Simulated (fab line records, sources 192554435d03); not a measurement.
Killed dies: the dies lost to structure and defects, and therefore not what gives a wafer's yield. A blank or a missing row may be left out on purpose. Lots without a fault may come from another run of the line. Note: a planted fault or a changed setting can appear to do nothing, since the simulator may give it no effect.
A lot that was struck, set against a sound lot -- flow n5_finfet -- 40 steps out of a route of 1938
Sound: the wafers L819.1, L819.3, L819.6. Struck: wafer L826.3 (L826.4, L826.5, from the same lot, were not struck and are left out); the cause is given at the end.
Per side, at each step with rows, come the tool, then ch with its chambers, and then its first start. Under that, the readings that differ: sound wafers -- struck wafers -- difference of the means -- sigmas: that difference in standard deviations of wafers without a fault.
alike: same words and numbers on both sides, and readings whose means sit less than 2 such deviations apart. not compared: any withheld reading, any reading some wafer has no value for, any bound like >300 that may hide the same value, and any number with overlapping values for which the record gives no deviation.
A row with sigmas, a row that says differs or no value, or rows on one side alone: a step with any of these is where the two part. Numbers that have no deviation but don't overlap get no sigmas and don't part them. A reading that every wafer of one side lacks parts them only if that side has two wafers or more.

first, 11 steps without rows for these wafers: N5_ZERO_LAYER_HMDS_04 (time 60 s); N5_ZERO_LAYER_COAT_05 (resist thk 1000 nm); N5_ZERO_LAYER_EBR_07; N5_ZERO_LAYER_SOFTBAKE_06 (time 90 s); N5_ZERO_LAYER_EXPOSE_08 (exposes mask ZERO, defocus 0 nm, target cd 2000 nm); N5_ZERO_LAYER_PEB_09; N5_ZERO_LAYER_DEVELOP_10 (develop time 60 s); N5_ZERO_LAYER_HARDBAKE_23 (time 120 s); N5_ZERO_LAYER_DESCUM_16 (chemistry O2, time 7.9 s); N5_ZERO_LAYER_ETCH_17 (etches SiO2 in CF4, target depth 12 nm, time 13.3 s); N5_ZERO_LAYER_ETCH_18 (etches Si in HBr/Cl2, target depth 120 nm, time 40 s).
N5_ZERO_LAYER_STRIP_24: strips in O2.
  sound on plasma_asher-01 ch 0, day 3 01:13; struck on plasma_asher-01 ch 0, day 4 18:55
reading,sound,struck,difference,sigmas
oes_product_au (a.u.),0.647 0.648 0.644,0.656,+0.010,+2
  alike: drypump_motor_current_A, heater_power_w, strip_time_to_endpoint_s
  not compared: rf_hours_counter_h
then, 1 step without rows for these wafers: N5_ZERO_LAYER_STRIP_19 (strips in SPM, time 900 s).
N5_ZERO_LAYER_INSPECT_20: inspects for defects (darkfield).
  sound on defect_inspect-02 at day 3 01:34; struck on defect_inspect-01 at day 4 19:16
reading,sound,struck,difference,sigmas
raw_defect_count,29 34 29,773,+742,+57
then, 8 steps without rows for these wafers: N5_WELL_APT_HMDS_01 (time 60 s); N5_WELL_APT_COAT_02 (resist thk 950 nm); N5_WELL_APT_EBR_04; N5_WELL_APT_SOFTBAKE_03 (time 60 s); N5_WELL_APT_EXPOSE_05 (exposes mask NWELL, defocus 0 nm, target cd 200 nm); N5_WELL_APT_PEB_06 (peb time 90 s); N5_WELL_APT_DEVELOP_07 (develop time 45 s); N5_WELL_APT_HARDBAKE_12 (time 120 s).
N5_WELL_APT_INSPECT_10: inspects for defects (macro).
  sound on defect_inspect-01 at day 3 02:03; struck on defect_inspect-01 at day 4 19:37
reading,sound,struck,difference,sigmas
raw_defect_count,2 2 6,>300,differs,
then, 12 steps without rows for these wafers: N5_WELL_APT_DESCUM_13 (chemistry O2, time 7.9 s); N5_WELL_APT_IMPLANT_14; N5_WELL_APT_IMPLANT_15; N5_WELL_APT_STRIP_16 (strips in SPM, time 900 s); N5_WELL_APT_HMDS_18 (time 60 s); N5_WELL_APT_COAT_19 (resist thk 950 nm); N5_WELL_APT_EBR_21; N5_WELL_APT_SOFTBAKE_20 (time 60 s); N5_WELL_APT_EXPOSE_22 (exposes mask PWELL, defocus 0 nm, target cd 200 nm); N5_WELL_APT_PEB_23 (peb time 90 s); N5_WELL_APT_DEVELOP_24 (develop time 45 s); N5_WELL_APT_HARDBAKE_29 (time 120 s).
N5_WELL_APT_INSPECT_27: inspects for defects (macro).
  sound on defect_inspect-02 at day 3 03:31; struck on defect_inspect-02 at day 4 20:46
reading,sound,struck,difference,sigmas
raw_defect_count,2 3 2,>300,differs,
then, 1 step without rows for these wafers: N5_WELL_APT_DESCUM_30 (chemistry O2, time 7.9 s).
N5_WELL_APT_INSPECT_38: inspects for defects (darkfield).
  sound on defect_inspect-01 at day 3 05:11; struck on defect_inspect-02 at day 4 22:40
reading,sound,struck,difference,sigmas
raw_defect_count,16 7 19,776,+762,+99 or more
-- the record jumps here: 10 days lie between the struck wafers' starts before and after (it left off in module WELL_APT and takes up again in module BEOL_M4, whose first step shown is number 1111 of the route) --
N5_BEOL_M4_RC_MEAS_101:
  sound on prober-02 ch 0, day 12 13:32; struck on prober-02 ch 0, day 15 09:07
  alike: DIBL_N, DIBL_P, IOFF_N, IOFF_P, ION_N, ION_P, SS_N, SS_P, VT_N, VT_P
-- a jump in the record: the struck wafers' starts before and after are 5 days apart (it breaks off in module BEOL_M4 and resumes in module PASSIVATION, where the first step shown is number 1936 of the route) --
N5_PASSIVATION_PROBE_49:
  rows exist in the record for the struck wafers here (prober-01, day 20 12:02), but not for the sound ones

WHERE THEY PART
Earliest at N5_ZERO_LAYER_STRIP_24; latest, in this record, at N5_PASSIVATION_PROBE_49.

WHY: what the simulator had put in
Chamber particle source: plasma_asher-01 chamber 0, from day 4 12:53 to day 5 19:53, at N5_ZERO_LAYER_STRIP_24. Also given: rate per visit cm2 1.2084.
